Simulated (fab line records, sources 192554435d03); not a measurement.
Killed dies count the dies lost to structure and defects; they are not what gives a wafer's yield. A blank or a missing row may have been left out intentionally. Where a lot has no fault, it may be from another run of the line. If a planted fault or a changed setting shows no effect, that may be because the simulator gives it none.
3 desks, one fault + flow n5-finfet + numbers are kept per desk, each desk with only its own; the story behind them comes last

## THE DEFECT DESK
Counts from the inspections along the route, per lot, as means over the sampled wafers that have a number. Any lot whose mean is over 4 standard deviations away from the usual mean is out of limits and marked OUT; that distance is given in the brackets.
Columns: A = raw-defect-count at N5_BEOL_M3_INSPECT_30, usual 400
| lot  | first seen here | A   |
|------|-----------------|-----|
| L471 | day 7 21:52     | 309 |
| L469 | day 8 01:50     | 343 |
| L474 | day 8 07:31     | 303 |
| L476 | day 9 00:17     | 554 |
| L480 | day 10 11:01    | 286 |
| L481 | day 10 14:16    | 548 |
| L486 | day 11 17:52    | 420 |
| L490 | day 12 15:28    | 491 |
| L491 | day 12 23:26    | 388 |
This desk's finding: nothing out of limits on any of the 9 lots.

## DESK OF THE TOOL OWNER: rie-diel-01
The tool's own readings at N5_BEOL_M3_TRENCH_ETCH_37 (etches SiOC in C4F6/O2, target depth 55.555 nm, time 29.2 s): means of the sampled wafers that have a number, for each lot that ran on this tool. Any lot whose mean is over 4 standard deviations away from the usual mean is out of limits and marked OUT; that distance is given in the brackets.
Columns: A = C4F6_flow_sccm at N5_BEOL_M3_TRENCH_ETCH_37, usual 9.995 sccm; B = bias-w at N5_BEOL_M3_TRENCH_ETCH_37, usual 185.1 W; C = drypump-motor-current-A at N5_BEOL_M3_TRENCH_ETCH_37, usual 5.7 A; D = oes-product-au at N5_BEOL_M3_TRENCH_ETCH_37, usual 0.77 a.u.; E = rf-vpp-V at N5_BEOL_M3_TRENCH_ETCH_37, usual 662 V; F = showerhead-plenum-p-Torr at N5_BEOL_M3_TRENCH_ETCH_37, usual 2.84 Torr; G = throttle-valve-pct at N5_BEOL_M3_TRENCH_ETCH_37, usual 20.74 %
| lot  | first seen here | A      | B     | C   | D    | E   | F    | G     |
|------|-----------------|--------|-------|-----|------|-----|------|-------|
| L471 | day 7 23:47     | 9.983  | 185.0 | 6.2 | 0.83 | 675 | 2.75 | 20.65 |
| L469 | day 8 12:35     | 10.015 | 184.9 | 5.8 | 0.77 | 662 | 2.80 | 20.73 |
| L474 | day 8 15:07     | 9.988  | 185.0 | 5.9 | 0.78 | 673 | 2.82 | 20.70 |
| L476 | day 9 04:23     | 10.006 | 185.4 | 6.0 | 0.76 | 678 | 2.81 | 20.67 |
| L480 | day 10 11:41    | 10.024 | 185.1 | 6.0 | 0.72 | 669 | 2.76 | 20.73 |
| L481 | day 10 15:02    | 10.020 | 184.2 | 6.2 | 0.73 | 669 | 2.72 | 20.70 |
| L490 | day 12 18:02    | 10.023 | 184.6 | 5.5 | 0.69 | 649 | 2.83 | 20.84 |
This desk's finding: nothing out of limits on any of the 7 lots.

## FROM THE METROLOGY DESK
Lot by lot, what the gauges showed, no matter which tool ran the lot: averages of those sampled wafers that carry a number. Any lot whose mean is over 4 standard deviations away from the usual mean is out of limits and marked OUT; that distance is given in the brackets. Shown are 7 of the 12 readings it has, namely the first that went out of limits plus those furthest out on some lot.
Columns: A = trench-depth-nm at N5_BEOL_M3_OCD_MEAS_38, usual 55.3 nm; B = DIBL_N at N5_BEOL_M4_RC_MEAS_101, usual 36.9 mV/V; C = DIBL_P at N5_BEOL_M4_RC_MEAS_101, usual 36.7 mV/V; D = IOFF_P at N5_BEOL_M4_RC_MEAS_101, usual 0.22 nA/um; E = ION_N at N5_BEOL_M4_RC_MEAS_101, usual 674 uA/um; F = ION_P at N5_BEOL_M4_RC_MEAS_101, usual 461 uA/um; G = VT_P at N5_BEOL_M4_RC_MEAS_101, usual -250 mV
| lot  | first seen here | A               | B    | C    | D    | E   | F   | G    |
|------|-----------------|-----------------|------|------|------|-----|-----|------|
| L471 | day 7 21:49     | 56.1            | 34.4 | 33.6 | 0.18 | 658 | 451 | -252 |
| L469 | day 8 01:47     | 55.3            | 36.9 | 36.4 | 0.20 | 672 | 457 | -251 |
| L474 | day 8 07:28     | 56.0            | 37.7 | 39.4 | 0.23 | 684 | 459 | -252 |
| L476 | day 9 00:14     | 50.7 (-4.7) OUT | 37.1 | 36.2 | 0.21 | 680 | 460 | -250 |
| L480 | day 10 10:58    | 51.7            | 36.3 | 37.6 | 0.23 | 681 | 467 | -247 |
| L481 | day 10 14:13    | 50.5 (-4.9) OUT | 35.9 | 36.2 | 0.17 | 680 | 457 | -254 |
| L486 | day 11 17:49    | 55.1            | 36.1 | 34.9 | 0.25 | 677 | 470 | -245 |
| L490 | day 12 15:25    | 54.0            | 37.1 | 38.0 | 0.27 | 679 | 471 | -246 |
| L491 | day 12 23:23    | 56.0            | 38.8 | 38.4 | 0.24 | 668 | 462 | -248 |
Finding of this desk: L476, L481 out of limits; the first was L476 at day 9 04:32, on trench-depth-nm at N5_BEOL_M3_OCD_MEAS_38. Within limits: L471, L469, L474, L480, L486, L490, L491.

## PUT TOGETHER
The metrology desk could have raised an alarm at day 9 04:32, on L476, L481.
The defect desk saw nothing out of limits.
The tool owner's desk saw nothing out of limits.
The defect desk has L476, L481 on record, within its limits.
On record at the tool owner's desk: L476, L481, within its limits.
Every lot named ran N5_BEOL_M3_TRENCH_ETCH_37 on rie-diel-01.

## WHAT WAS PUT IN BY THE SIMULATOR
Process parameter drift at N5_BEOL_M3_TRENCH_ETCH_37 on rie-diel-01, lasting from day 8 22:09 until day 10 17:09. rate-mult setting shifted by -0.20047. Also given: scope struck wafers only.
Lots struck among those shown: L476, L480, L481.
Per desk, hours elapsed from the start of the fault to the first reading out of limits: for the metrology desk, 6.
